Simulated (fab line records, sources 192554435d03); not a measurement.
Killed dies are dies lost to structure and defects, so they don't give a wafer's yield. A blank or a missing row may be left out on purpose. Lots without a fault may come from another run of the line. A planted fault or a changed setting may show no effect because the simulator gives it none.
Chamber matching | flow n5_finfet | N5_BEOL_M15_ETCH_57 on rie_diel-02: 4 sister chambers
The step etches SOC in N2/H2, time 750 s. 20 wafers are shown with their chamber, then 10 later ones without.

WAFERS WITH THEIR CHAMBER
wafer  | chamber | showerhead_plenum_p_Torr (Torr) | throttle_valve_pct (%) | oes_product_au (a.u.)
L075.1 | 0       | 2.50                            | 18.15                  | 0.68
L075.4 | 3       | 2.70                            | 17.66                  | 0.89
L075.5 | 1       | 2.57                            | 17.45                  | 0.83
L080.2 | 1       | 2.57                            | 17.47                  | 0.81
L080.3 | 3       | 2.70                            | 17.67                  | 0.86
L080.4 | 2       | 2.60                            | 17.50                  | 0.85
L079.1 | 0       | 2.50                            | 18.18                  | 0.68
L079.3 | 1       | 2.57                            | 17.48                  | 0.81
L079.5 | 2       | 2.60                            | 17.51                  | 0.86
L081.1 | 3       | 2.70                            | 17.71                  | 0.86
L081.3 | 1       | 2.56                            | 17.47                  | 0.81
L081.6 | 1       | 2.56                            | 17.47                  | 0.81
L084.1 | 1       | 2.56                            | 17.46                  | 0.79
L084.2 | 0       | 2.50                            | 18.18                  | 0.67
L084.5 | 1       | 2.56                            | 17.48                  | 0.80
L085.2 | 2       | 2.59                            | 17.51                  | 0.83
L085.5 | 0       | 2.50                            | 18.18                  | 0.67
L085.6 | 3       | 2.69                            | 17.70                  | 0.85
L088.1 | 2       | 2.59                            | 17.54                  | 0.82
L088.5 | 2       | 2.59                            | 17.54                  | 0.83

SIGNATURES (means of the wafers above)
reading                  | chamber 0 | chamber 1 | chamber 2 | chamber 3 | scatter within a chamber
showerhead_plenum_p_Torr | 2.5000    | 2.5643    | 2.5940    | 2.6975    | 0.00479
throttle_valve_pct       | 18.1725   | 17.4686   | 17.5200   | 17.6850   | 0.0167
oes_product_au           | 0.6750    | 0.8086    | 0.8380    | 0.8650    | 0.0136
Rule: a wafer's distance from a chamber is the root of the sum, over the readings, of the square of ((its reading less the chamber's mean) divided by the reading's scatter). The wafer belongs to the nearest chamber; if the next one is less than 2 further off, it can't be placed. The scatter: the root of (the sum of the squares of (reading less its chamber's mean) over the shown wafers, divided by (wafers less chambers)).

WAFERS WITHOUT THEIR CHAMBER
wafer  | showerhead_plenum_p_Torr (Torr) | throttle_valve_pct (%) | oes_product_au (a.u.)
L088.6 | 2.69                            | 17.74                  | 0.84
L093.1 | 2.55                            | 17.53                  | 0.77
L093.3 | 2.58                            | 17.56                  | 0.81
L093.4 | 2.68                            | 17.75                  | 0.82
L094.1 | 2.68                            | 17.75                  | 0.82
L094.3 | 2.55                            | 17.52                  | 0.76
L094.6 | 2.49                            | 17.74                  | 0.91
L097.1 | 2.49                            | 17.75                  | 0.90
L097.4 | 2.55                            | 17.54                  | 0.76
L097.6 | 2.49                            | 17.76                  | 0.91

WHICH CHAMBER EACH WENT THROUGH
wafer  | from the rows above | in truth
L088.6 | 3                   | 3
L093.1 | 1                   | 1
L093.3 | 2                   | 2
L093.4 | 3                   | 3
L094.1 | 3                   | 3
L094.3 | 1                   | 1
L094.6 | 1                   | 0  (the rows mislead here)
L097.1 | 1                   | 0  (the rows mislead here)
L097.4 | 1                   | 1
L097.6 | 1                   | 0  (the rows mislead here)
Placed correctly: 7 of 10. Can't be placed from these rows: 0. Placed wrongly: 3.
